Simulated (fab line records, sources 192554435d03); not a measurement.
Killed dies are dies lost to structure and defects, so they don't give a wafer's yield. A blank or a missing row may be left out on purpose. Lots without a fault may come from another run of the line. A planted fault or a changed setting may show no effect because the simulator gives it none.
A struck lot beside a sound one | flow n5_finfet | 37 steps out of a route of 1938
Sound: wafers L497.2, L497.4, L497.6. Struck: wafers L513.1, L513.2, L513.4. The cause comes at the end.
At each step with rows: each side's tool, then ch and its chambers, then its first start. Under that, the readings that differ: sound wafers | struck wafers | difference of the means | sigmas: that difference in standard deviations of wafers without a fault.
alike: readings whose means differ by less than 2 such deviations, and words and numbers that are the same on both sides. not compared: withheld readings, readings that some wafer has no value for, bounds like >300 that may hide the same value, and numbers for which the record gives no deviation and whose values overlap.
The two part at a step that has a row with sigmas, a row that says differs or no value, or rows on one side only. Numbers that don't overlap but have no deviation are shown without sigmas and don't part them. A reading that every wafer of one side lacks parts them only if that side has two wafers or more.

first, 9 steps without rows for these wafers: N5_BEOL_M4_ANNEAL_95 (time 240 s); N5_BEOL_M4_SPUTTER_96 (material Cu, target thk 4.5 nm, time 8.29 s); N5_BEOL_M4_ECD_50 (material Cu, target thk 300 nm); N5_BEOL_M4_ANNEAL_51 (time 90 s); N5_BEOL_M4_CMP_52 (polishes, stops on SiOC, t overpolish 6.8 s, target thk 40 nm); N5_BEOL_M4_PRE_CLEAN_60 (time 15 s); N5_BEOL_M4_CO_CAP_55 (material Co, precursor CCTBA/H2, target thk 2 nm, time 102.1 s); N5_BEOL_M4_PRE_CLEAN_56 (time 15 s); N5_BEOL_M4_DEP_57 (deposits SiCN from 3MS/NH3, target thk 8 nm, time 14 s).
N5_BEOL_M4_RC_MEAS_101:
  sound on prober-02 ch 0, day 9 00:23; struck on prober-01 ch 0, day 13 01:18
  alike: DIBL_N, DIBL_P, IOFF_N, IOFF_P, ION_N, ION_P, SS_N, SS_P, VT_N, VT_P
then, 24 steps without rows for these wafers: N5_BEOL_M5_ILD_DEP_00 (deposits SiCOH lowk from DEMS/porogen, target thk 140.64 nm, time 25.9 s); N5_BEOL_M5_CURE_79 (cures SiCOH lowk, time 240 s); N5_BEOL_M5_PECVD_70 (deposits SiO2 from TEOS/O2, target thk 16 nm, time 18 s); N5_BEOL_M5_HM_DEP_02 (deposits TiN, target thk 20 nm); N5_BEOL_M5_COAT_59 (time 60 s, resist thk 60 nm); N5_BEOL_M5_COAT_60 (time 60 s, resist thk 12 nm); N5_BEOL_M5_COAT_71 (time 60 s, resist thk 5 nm); N5_BEOL_M5_COAT_05 (resist thk 30 nm); N5_BEOL_M5_EBR_07; N5_BEOL_M5_SOFTBAKE_06 (time 60 s); N5_BEOL_M5_EXPOSE_08 (exposes mask M5, target cd 28 nm); N5_BEOL_M5_PEB_09 (peb time 60 s); N5_BEOL_M5_DEVELOP_10 (develop time 30 s); N5_BEOL_M5_DESCUM_16 (chemistry O2, time 7 s); N5_BEOL_M5_ETCH_72 (etches underlayer in N2/H2, target depth 6.5 nm, time 5.2 s); N5_BEOL_M5_ETCH_61 (etches SiARC in CF4, target depth 15.6 nm, time 26 s); N5_BEOL_M5_ETCH_62 (etches SOC in N2/H2, target depth 75 nm, overetch 15 nm, time 112.5 s); N5_BEOL_M5_STRIP_63 (strips in N2/H2); N5_BEOL_M5_STRIP_73 (strips in N2/H2); N5_BEOL_M5_STRIP_64 (strips in CF4); N5_BEOL_M5_HM_OPEN_17 (chemistry Cl2/BCl3, target TiN, target depth 20 nm, overetch 6 nm); N5_BEOL_M5_STRIP_19 (strips in O2); N5_BEOL_M5_COAT_65 (time 60 s, resist thk 60 nm); N5_BEOL_M5_COAT_66 (time 60 s, resist thk 12 nm).
-- the record jumps here: 2 days lie between the struck wafers' starts before and after (it left off in module BEOL_M5 and takes up again in module BEOL_M9, whose first step shown is number 1462 of the route) --
N5_BEOL_M9_ECD_50: material Cu, target thk 318 nm.
  sound on ecd_cu-01 ch 0,1, day 11 00:16; struck on ecd_cu-01 ch 0,1, day 15 02:17
N5_BEOL_M9_CMP_52: polishes, stops on SiCOH lowk, t overpolish 7 s, target thk 140 nm.
  sound on cmp-02 ch 1,2, day 11 00:41; struck on cmp-01 ch 0,1,2, day 15 02:41
  reading                | sound    | struck | difference | sigmas
  time_to_endpoint_s (s) | 64 71 64 | 6 5 4  | -61        | -20
  alike: motor_current_A, slurry_flow_ml_min
-- the record jumps here: 2 days lie between the struck wafers' starts before and after (it left off in module BEOL_M9 and takes up again in module PASSIVATION, whose first step shown is number 1936 of the route) --
N5_PASSIVATION_PROBE_49:
  the record has rows for the struck wafers here (prober-01, day 17 11:00) and none for the sound ones

WHERE THEY PART
First at N5_BEOL_M9_CMP_52; last, within this record, at N5_PASSIVATION_PROBE_49.

WHY: what the simulator had put in
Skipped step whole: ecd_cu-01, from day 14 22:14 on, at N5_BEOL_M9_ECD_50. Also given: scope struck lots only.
